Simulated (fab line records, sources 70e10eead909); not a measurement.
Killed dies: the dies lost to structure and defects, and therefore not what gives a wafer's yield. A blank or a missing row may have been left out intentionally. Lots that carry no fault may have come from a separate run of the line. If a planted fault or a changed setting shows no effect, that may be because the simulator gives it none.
fab line records	flow nandHarc
record lots=12	wafers=36	lastDay=25
route steps=1159 shown A_STAIRCASE@596 END@1159
lots that met no fault: taken from a fault-free run of the same line
startH: start of the lot's first displayed wafer, in hours after the record's first day	waitH: hours from the lot's prior step to this one	" repeats the value in the row above	L1.1+2: a single row standing in for several wafers	- either no value or no given start	* or withheld: withheld	< > ~ a bound
route shown NAME@n: a module of which the file shows steps, and the number in the route of the first	usual: mean and standard deviation over wafers with no fault	same: alike in all rows	chamber/n: place in a boat	sites: the reading at each site	_std_site: their standard deviation	_edge_site: outer sites' mean less inner sites'	radiusMm: for every site, how far away it sits from the centre of the wafer	mask NAME#n: copy n	behind: the tool/chamber that last shaped the wafer	hold: what put the lot on hold/how long, in hours/how the hold closed	device: which transistor (n, p or np) failed to switch	end of line: at the end of the route, the tests of the same wafers	step lacking rows: just its recipe	killed: at the first sort, the dies lost to defects and structure; wafer yield is something else	map: shows each die of a wafer: x if killed, . if not, _ if none is there
set.NAME: the run value of the setting; set.NAME@STEP: its run value at that earlier step	model.NAME: the simulator's own value behind a step, which no gauge read
a sample of lots followed through the steps of the route, with each step as a table and each wafer as a row
services: a tool's chamber out of use, with start hour (startH, from the record's first day; less than 0 if before it), hours out, and reason
## steps
# step NHARC_A_STAIRCASE_TRIM_202
# recipe timeS=211.2	o2FlowSccm=500	arFlowSccm=0	biasW=0	chemistry=O2
# usual drypumpMotorCurrentA=5.8/0.48	mfcArSccm=0.006/0.012	oesProductAu=0.995/0.013	rfVppV=57.6/0.94	showerheadPlenumPTorr=3.51/0.11	throttleValvePct=17.037/0.0089
# same timeS=211.2
lot.wafer	tool	chamber	startH	waitH	drypumpMotorCurrentA	mfcArSccm	oesProductAu	rfHoursCounterH	rfVppV	showerheadPlenumPTorr	throttleValvePct
L234.1	rieDiel-02	3	-	-	6.0	0.040	0.997	32	58.4	3.34	17.024
L234.5	"	0	"	"	6.0	0.006	0.993	-	56.8	3.34	17.045
L234.6	"	1	"	"	6.1	0	0.977	-	58.5	3.71	17.046
L239.3	rieDiel-02	1	-	-	6.1	0	0.976	36	58.1	3.71	17.048
L239.2	"	0	"	"	6.0	0.006	0.993	39	57.8	3.34	17.034
L239.6	"	2	"	"	5.7	0.004	0.991	-	56.9	3.46	17.045
L237.1	rieDiel-01	0	-	-	5.9	0	0.988	49	58.7	3.64	17.037
L237.2	"	1	"	"	5.0	0	1.009	49	57.4	3.46	17.031
L237.6	"	3	"	"	6.6	0	0.991	-	57.6	3.68	17.041
L236.3	rieDiel-01	1	-	-	5.0	0	1.015	52	57.7	3.46	17.029
L236.1	"	2	"	"	5.2	0.000	1.008	52	56.1	3.62	17.045
L236.5	"	1	"	"	5.0	0	1.010	-	57.1	3.46	17.040
L238.3	rieDiel-02	2	-	-	5.7	0.004	0.999	40	58.0	3.46	17.048
L238.4	"	0	"	"	6.0	0.006	0.998	43	57.9	3.34	17.026
L238.6	"	3	"	"	6.0	0.040	1.000	-	56.7	3.34	17.034
L241.4	rieDiel-02	1	-	-	6.2	0	0.976	42	58.6	3.70	17.044
L241.3	"	2	"	"	5.7	0.004	0.985	43	56.6	3.46	17.043
L241.6	"	0	"	"	6.0	0.006	0.990	-	58.0	3.33	17.045
L240.2	rieDiel-06	0	-	-	5.6	0	0.997	16	55.3	3.52	17.027
L240.3	"	2	"	"	5.9	0.017	0.985	16	56.0	3.49	17.033
L240.4	"	0	"	"	5.6	0	0.990	-	58.5	3.52	17.036
L242.2	rieDiel-02	3	-	-	6.0	0.040	1.011	52	57.6	3.33	17.025
L242.1	"	0	"	"	5.9	0.006	0.998	49	57.4	3.33	17.045
L242.5	"	3	"	"	6.0	0.040	1.013	-	56.8	3.33	17.032
L243.1	rieDiel-01	3	-	-	6.6	0	1.002	62	59.5	3.67	17.038
L243.2	"	1	"	"	5.0	0	1.015	63	55.2	3.45	17.038
L243.5	"	3	"	"	6.6	0	1.002	-	59.0	3.67	17.025
L245.2	rieDiel-01	2	-	-	5.2	0.000	1.015	3	57.6	3.61	17.050
L245.6	"	2	"	"	5.2	0.000	1.027	-	57.2	3.61	17.040
L245.5	"	3	"	"	6.6	0	1.006	-	58.0	3.67	17.031
L255.3	rieDiel-06	3	370.46	-	6.3	0	1.008	39	57.6	3.46	17.028
L255.6	"	0	"	"	5.6	0	0.987	-	57.4	3.50	17.039
L255.5	"	1	"	"	5.1	0	0.998	-	59.6	3.48	17.042
L257.1	rieDiel-06	0	-	-	5.7	0	0.973	53	57.3	3.50	17.045
L257.3	"	1	"	"	5.1	0	0.973	50	56.6	3.47	17.048
L257.4	"	2	"	"	5.9	0.017	0.996	53	58.0	3.47	17.050
# step NHARC_A_STAIRCASE_ETCH_225
# recipe targetDepthA=1000	timeS=40.5	ionEnergyEv=400	c4f8FlowSccm=20	o2FlowSccm=10	arFlowSccm=withheld	rfW=600	biasW=1000	chemistry=C4F8/O2
# usual oesProductAu=0.937/0.014	rfVppV=896/4.8
# same timeS=40.5
lot.wafer	tool	chamber	startH	waitH	oesProductAu	rfHoursCounterH	rfVppV
L234.1	rieDiel-02	3	-	-	0.938	34	888
L234.5	"	2	"	"	0.917	-	892
L234.6	"	3	"	"	0.934	-	890
L239.3	rieDiel-06	1	-	-	0.931	5	894
L239.2	"	2	"	"	0.933	6	896
L239.6	"	0	"	"	0.919	-	896
L237.2	rieDiel-06	1	-	-	0.929	5	895
L237.1	"	0	"	"	0.928	6	896
L237.6	"	2	"	"	0.924	-	896
L236.3	rieDiel-01	1	-	-	0.954	52	894
L236.1	"	2	"	"	0.950	53	899
L236.5	"	1	"	"	0.957	-	894
L238.4	rieDiel-01	1	-	-	0.951	53	893
L238.3	"	2	"	"	0.935	54	900
L238.6	"	1	"	"	0.956	-	893
L241.4	rieDiel-02	2	-	-	0.931	44	894
L241.3	"	0	"	"	0.926	46	888
L241.6	"	3	"	"	0.941	-	889
L240.4	rieDiel-02	3	-	-	0.954	50	888
L240.2	"	1	"	"	0.941	44	903
L240.3	"	2	"	"	0.928	45	893
L242.1	rieDiel-02	2	-	-	0.920	47	894
L242.2	"	3	"	"	0.943	52	888
L242.5	"	3	"	"	0.945	-	889
L243.1	rieDiel-06	1	-	-	0.925	20	895
L243.2	"	0	"	"	0.916	21	896
L243.5	"	1	"	"	0.921	-	895
L245.2	rieDiel-01	2	-	-	0.942	5	899
L245.5	"	2	"	"	0.947	-	899
L245.6	"	3	"	"	0.920	-	901
L255.3	rieDiel-06	1	-	-	0.919	48	895
L255.6	"	0	"	"	0.910	-	894
L255.5	"	1	"	"	0.916	-	895
L257.1	rieDiel-02	3	-	-	0.941	17	887
L257.4	"	3	"	"	0.941	-	888
L257.3	"	0	"	"	0.936	-	888
# step NHARC_A_STAIRCASE_ETCH_234
# recipe targetDepthA=1000	timeS=40.5	ionEnergyEv=400	c4f8FlowSccm=20	o2FlowSccm=10	arFlowSccm=withheld	rfW=600	biasW=1000	chemistry=C4F8/O2
# usual oesProductAu=0.936/0.013	rfVppV=895/4.6
# same timeS=40.5
lot.wafer	tool	chamber	startH	waitH	oesProductAu	rfHoursCounterH	rfVppV
L234.1	rieDiel-01	1	241.92	-	0.941	40	894
L234.5	"	2	"	"	0.945	-	899
L234.6	"	3	"	"	0.940	-	902
L237.2	rieDiel-02	1	-	-	0.910	38	903
L237.1	"	3	"	"	0.940	43	889
L237.6	"	0	"	"	0.942	-	891
L239.2	rieDiel-06	1	-	-	0.923	6	896
L239.3	"	0	"	"	0.903	7	896
L239.6	"	2	"	"	0.906	-	896
L236.3	rieDiel-02	3	-	-	0.947	44	888
L236.1	"	1	"	"	0.914	39	903
L236.5	"	3	"	"	0.958	-	887
L238.3	rieDiel-02	3	-	-	0.954	46	887
L238.4	"	0	"	"	0.936	44	889
L238.6	"	2	"	"	0.942	-	892
L241.4	rieDiel-01	1	-	-	0.969	58	895
L241.3	"	2	"	"	0.959	59	899
L241.6	"	1	"	"	0.962	-	894
L240.3	rieDiel-06	0	-	-	0.941	16	895
L240.2	"	1	"	"	0.928	16	895
L240.4	"	2	"	"	0.935	-	895
L242.2	rieDiel-02	2	-	-	0.941	47	893
L242.1	"	0	"	"	0.926	50	889
L242.5	"	1	"	"	0.917	-	902
L243.2	rieDiel-02	2	-	-	0.940	51	893
L243.1	"	3	"	"	0.943	56	889
L243.5	"	2	"	"	0.933	-	893
L245.2	rieDiel-06	2	-	-	0.953	32	893
L245.5	"	3	"	"	0.959	-	894
L245.6	"	0	"	"	0.940	-	896
L255.3	rieDiel-06	3	-	-	0.942	41	893
L255.5	"	2	"	"	0.953	-	893
L255.6	"	3	"	"	0.938	-	893
L257.1	rieDiel-02	3	-	-	0.939	18	888
L257.3	"	3	"	"	0.933	-	888
L257.4	"	0	"	"	0.933	-	889
# step NHARC_A_STAIRCASE_TRIM_235
# recipe timeS=211.2	o2FlowSccm=500	arFlowSccm=0	biasW=0	chemistry=O2
# usual drypumpMotorCurrentA=5.8/0.41	mfcArSccm=0.008/0.013	oesProductAu=0.994/0.012	rfVppV=57.6/0.96	showerheadPlenumPTorr=3.49/0.13	throttleValvePct=17.035/0.0098
# same timeS=211.2
lot.wafer	tool	chamber	startH	waitH	drypumpMotorCurrentA	mfcArSccm	oesProductAu	rfHoursCounterH	rfVppV	showerheadPlenumPTorr	throttleValvePct
L234.1	rieDiel-02	2	242.02	-	5.7	0.004	0.991	29	56.3	3.47	17.044
L234.6	"	0	"	"	6.0	0.006	0.995	-	56.5	3.34	17.028
L234.5	"	1	"	"	6.1	0	0.977	-	59.0	3.71	17.032
L237.2	rieDiel-02	2	264.78	-	5.7	0.004	0.991	38	57.5	3.46	17.044
L237.1	"	3	"	"	6.0	0.040	0.997	43	55.0	3.34	17.050
L237.6	"	1	"	"	6.1	0	0.973	-	57.8	3.71	17.031
L239.2	rieDiel-06	1	265.04	-	5.1	0	1.004	6	58.0	3.50	17.036
L239.3	"	2	"	"	5.9	0.017	0.978	8	56.9	3.50	17.036
L239.6	"	0	"	"	5.6	0	0.979	-	57.9	3.52	17.036
L236.1	rieDiel-02	1	267.60	-	6.1	0	0.978	39	57.7	3.71	17.040
L236.3	"	2	"	"	5.7	0.004	0.982	39	57.4	3.46	17.025
L236.5	"	3	"	"	6.0	0.040	1.006	-	57.5	3.34	17.035
L238.4	rieDiel-02	2	273.76	-	5.7	0.004	0.986	41	58.3	3.46	17.035
L238.3	"	0	"	"	6.0	0.006	0.984	44	58.1	3.34	17.031
L238.6	"	2	"	"	5.7	0.004	0.990	-	58.2	3.46	17.042
L241.4	rieDiel-01	3	285.96	-	6.6	0	1.008	59	58.6	3.68	17.048
L241.3	"	0	"	"	5.9	0	0.984	58	58.0	3.64	17.048
L241.6	"	2	"	"	5.2	0.000	1.012	-	59.5	3.62	17.032
L240.3	rieDiel-06	2	290.17	-	5.9	0.017	0.994	17	58.1	3.49	17.031
L240.2	"	1	"	"	5.2	0	0.993	16	57.1	3.49	17.020
L240.4	"	0	"	"	5.7	0	0.987	-	57.0	3.52	17.028
L242.2	rieDiel-02	2	295.52	-	5.7	0.004	0.991	47	57.3	3.46	17.034
L242.1	"	3	"	"	6.0	0.040	0.998	53	55.9	3.33	17.020
L242.5	"	0	"	"	5.9	0.006	0.991	-	57.5	3.33	17.018
L243.2	rieDiel-02	0	302.08	-	6.0	0.006	0.990	52	57.6	3.33	17.035
L243.1	"	1	"	"	6.2	0	0.981	50	58.8	3.70	17.027
L243.5	"	3	"	"	6.0	0.040	0.990	-	57.9	3.33	17.049
L245.2	rieDiel-06	2	336.90	-	5.9	0.017	1.246	32	59.5	3.48	17.038
L245.5	"	2	"	"	5.9	0.017	1.234	-	56.8	3.48	17.028
L245.6	"	3	"	"	6.4	0	1.251	-	57.6	3.47	17.034
L255.3	rieDiel-06	3	375.24	-	6.4	0	1.246	41	57.8	3.46	17.047
L255.5	"	1	"	"	5.1	0	1.212	-	57.9	3.47	17.036
L255.6	"	2	"	"	5.9	0.017	1.229	-	58.3	3.47	17.052
L257.1	rieDiel-02	0	385.27	-	6.0	0.006	1.009	14	57.3	3.32	17.046
L257.3	"	3	"	"	6.0	0.040	1.000	-	57.0	3.31	17.035
L257.4	"	0	"	"	6.0	0.006	1.003	-	56.7	3.32	17.021
# step NHARC_END_SORT_01
# recipe tempC=25
# usual killedAtArray=29/10	killedAtOther=0.7/1.1	killedAtPeriphery=3.3/2.4	killedDies=33/11	killedOpen=3.3/2	killedShort=1.9/1.3
# same grossDies=677
lot.wafer	tool	chamber	startH	waitH	killedAtArray	killedAtOther	killedAtPeriphery	killedDies	killedOpen	killedShort
L236.1	prober-02	0	453.30	2.5	27	1	2	30	3	3
L236.3	prober-02	0	454.88	3.1	27	0	2	29	5	1
L236.5	prober-02	0	456.45	3.7	28	0	5	33	2	4
L240.2	prober-01	0	498.87	2.8	25	1	5	31	4	3
L240.3	prober-01	0	499.68	3.1	25	1	0	26	1	1
L240.4	prober-01	0	500.48	3.4	31	0	2	33	1	0
L245.2	prober-01	0	550.37	2.8	657	2	4	663	2	0
L245.5	prober-01	0	552.77	3.7	651	1	7	659	9	2
L245.6	prober-01	0	553.57	4.0	661	1	5	667	2	1
L255.3	prober-01	0	583.79	3.1	640	0	5	645	3	1
L255.5	prober-01	0	585.41	3.7	660	3	2	665	1	2
L255.6	prober-01	0	586.22	4.1	666	0	5	671	5	1
# killed by level:class
L236.1 A_CHANNEL_HOLE_D1:chamberFilmFlake=15 A_STAIRCASE:chamberFilmFlake=4 A_CONTACT:chamberFilmFlake=2 A_CHANNEL_HOLE_D1:geometricParticle:short=1 A_CHANNEL_FILL_D1:geometricParticle:open=1 A_WL_FILL:geometricParticle:short=1 A_CONTACT:geometricParticle:open=1 A_CONTACT:geometricParticle:short=1
L236.3 A_CHANNEL_HOLE_D1:chamberFilmFlake=15 A_STAIRCASE:chamberFilmFlake=4 A_CONTACT:geometricParticle:open=3 A_SLIT:chamberFilmFlake=2 P_M0:geometricParticle:open=1 A_CHANNEL_FILL_D1:geometricParticle:short=1 A_WL_FILL:geometricParticle:open=1 P_BONDPAD:chamberFilmFlake=1
L236.5 A_CHANNEL_HOLE_D1:chamberFilmFlake=17 A_STAIRCASE:chamberFilmFlake=4 P_M1:chamberFilmFlake=2 P_GATE:geometricParticle:open=1 P_CONTACT:geometricParticle:short=1 P_M0:geometricParticle:short=1 A_CHANNEL_HOLE_D1:geometricParticle:short=1 A_CHANNEL_FILL_D1:geometricParticle:short=1
L240.2 A_SLIT:chamberFilmFlake=13 A_CHANNEL_HOLE_D1:chamberFilmFlake=4 A_STAIRCASE:chamberFilmFlake=2 A_BONDPAD:chamberFilmFlake=2 P_GATE:geometricParticle:open=1 P_M1:geometricParticle:open=1 A_ONON_D1:geometricParticle:short=1 A_CHANNEL_FILL_D1:geometricParticle:short=1
L240.3 A_SLIT:chamberFilmFlake=17 A_STAIRCASE:chamberFilmFlake=3 A_CONTACT:chamberFilmFlake=2 A_SGD_CUT:geometricParticle:short=1 A_M1:geometricParticle:open=1 A_CHANNEL_FILL_D1:chamberFilmFlake=1 THIN_TSV:chamberFilmFlake=1
L240.4 A_SLIT:chamberFilmFlake=18 A_CHANNEL_FILL_D1:chamberFilmFlake=5 A_CHANNEL_HOLE_D1:chamberFilmFlake=4 P_ZERO_WELL:chamberFilmFlake=2 A_STAIRCASE:chamberFilmFlake=2 A_CHANNEL_FILL_D1:geometricParticle:open=1 A_CONTACT:chamberFilmFlake=1
L245.2 A_STAIRCASE:areaTrim=628 A_SLIT:chamberFilmFlake=14 A_CHANNEL_HOLE_D1:chamberFilmFlake=9 A_CONTACT:chamberFilmFlake=5 THIN_TSV:chamberFilmFlake=2 P_CONTACT:geometricParticle:open=1 A_SOURCE_PLATE:geometricParticle:open=1 P_STI:chamberFilmFlake=1
L245.5 A_STAIRCASE:areaTrim=614 A_SLIT:chamberFilmFlake=16 A_CHANNEL_HOLE_D1:chamberFilmFlake=11 A_CONTACT:chamberFilmFlake=3 P_STI:geometricParticle:open=2 P_CONTACT:geometricParticle:open=2 P_CONTACT:chamberFilmFlake=2 A_CHANNEL_FILL_D1:geometricParticle:open=1
L245.6 A_STAIRCASE:areaTrim=636 A_SLIT:chamberFilmFlake=17 P_M1:chamberFilmFlake=3 A_CHANNEL_HOLE_D1:chamberFilmFlake=3 A_CONTACT:chamberFilmFlake=3 P_GATE:geometricParticle:open=1 A_SGD_CUT:geometricParticle:short=1 A_WL_FILL:geometricParticle:open=1
L255.3 A_STAIRCASE:areaTrim=595 A_CHANNEL_HOLE_D1:chamberFilmFlake=20 A_SLIT:chamberFilmFlake=19 P_ZERO_WELL:chamberFilmFlake=2 P_M2:chamberFilmFlake=2 A_STAIRCASE:chamberFilmFlake=2 P_CONTACT:geometricParticle:short=1 A_CHANNEL_FILL_D1:geometricParticle:open=1
L255.5 A_STAIRCASE:areaTrim=614 A_CHANNEL_HOLE_D1:chamberFilmFlake=22 A_SLIT:chamberFilmFlake=18 THIN_TSV:chamberFilmFlake=3 A_CONTACT:chamberFilmFlake=2 A_STAIRCASE:chamberFilmFlake=2 P_GATE:geometricParticle:open=1 A_SOURCE_PLATE:geometricParticle:short=1
L255.6 A_STAIRCASE:areaTrim=621 A_CHANNEL_HOLE_D1:chamberFilmFlake=18 A_SLIT:chamberFilmFlake=18 A_CONTACT:chamberFilmFlake=3 A_M0:geometricParticle:open=2 P_ZERO_WELL:chamberFilmFlake=2 P_STI:geometricParticle:open=1 P_M0:geometricParticle:open=1
## services
tool	chamber	startH	hours	kind
rieDiel-02	-	222.35	0.2	repair
rieDiel-02	0	233.24	-	clean
rieDiel-02	1	233.24	-	clean
rieDiel-02	2	233.24	-	clean
rieDiel-02	3	233.24	-	clean
rieDiel-06	-	241.28	9.0	pm
rieDiel-02	0	258.52	-	clean
rieDiel-02	1	258.52	-	clean
rieDiel-02	2	258.52	-	clean
rieDiel-02	3	258.52	-	clean
rieDiel-06	3	261.21	33.1	repair
rieDiel-06	-	267.38	0.8	repair
rieDiel-06	2	280.77	1.3	repair
rieDiel-02	0	283.04	-	clean
rieDiel-02	1	283.04	-	clean
rieDiel-02	2	283.04	-	clean
rieDiel-02	3	283.04	-	clean
rieDiel-02	0	307.54	-	clean
rieDiel-02	1	307.54	-	clean
rieDiel-01	-	314.80	9.0	pm
rieDiel-02	-	327.70	9.0	pm
rieDiel-02	0	369.04	2.8	repair
rieDiel-02	1	376.46	9.8	repair
rieDiel-02	2	382.81	3.4	repair
## key
firstSign step=NHARC_A_STAIRCASE_TRIM_235	reading=oesProductAu	direction=up	sigmas=20	usual=0.994	struck=1.236
effect step=NHARC_END_SORT_01	reading=killedAtArray	direction=up	sigmas=61	usual=29	struck=656
moreKillsBornAt NHARC_A_STAIRCASE_TRIM_235@rieDiel-06=3708
metAt NHARC_A_STAIRCASE_TRIM_235
struckLots L245,L255
laterRowsLeftOut L245.2,L245.5,L245.6,L255.3,L255.5,L255.6
testerLeftOut L245,L255
notActingAt NHARC_A_STAIRCASE_TRIM_202,NHARC_A_STAIRCASE_ETCH_225,NHARC_A_STAIRCASE_ETCH_234
onsetBetween 290.17 336.90
fault kind=processParameterDrift	tool=rieDiel-06	chamber=-	onsetH=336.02	steps=NHARC_A_STAIRCASE_TRIM_235	channel=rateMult	offset=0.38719	shape=step	endH=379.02
# testerLeftOut: of these lots the tester's yield and bins aren't shown, on N5 and GAA mostly nor the transistor test; their killed dies are dies lost to structure and defects alone, not to doping, threshold or leakage, so they don't give the yield
# laterRowsLeftOut: the simulator's readings of these wafers behind a module that went badly wrong aren't trusted and aren't shown, but for the sort
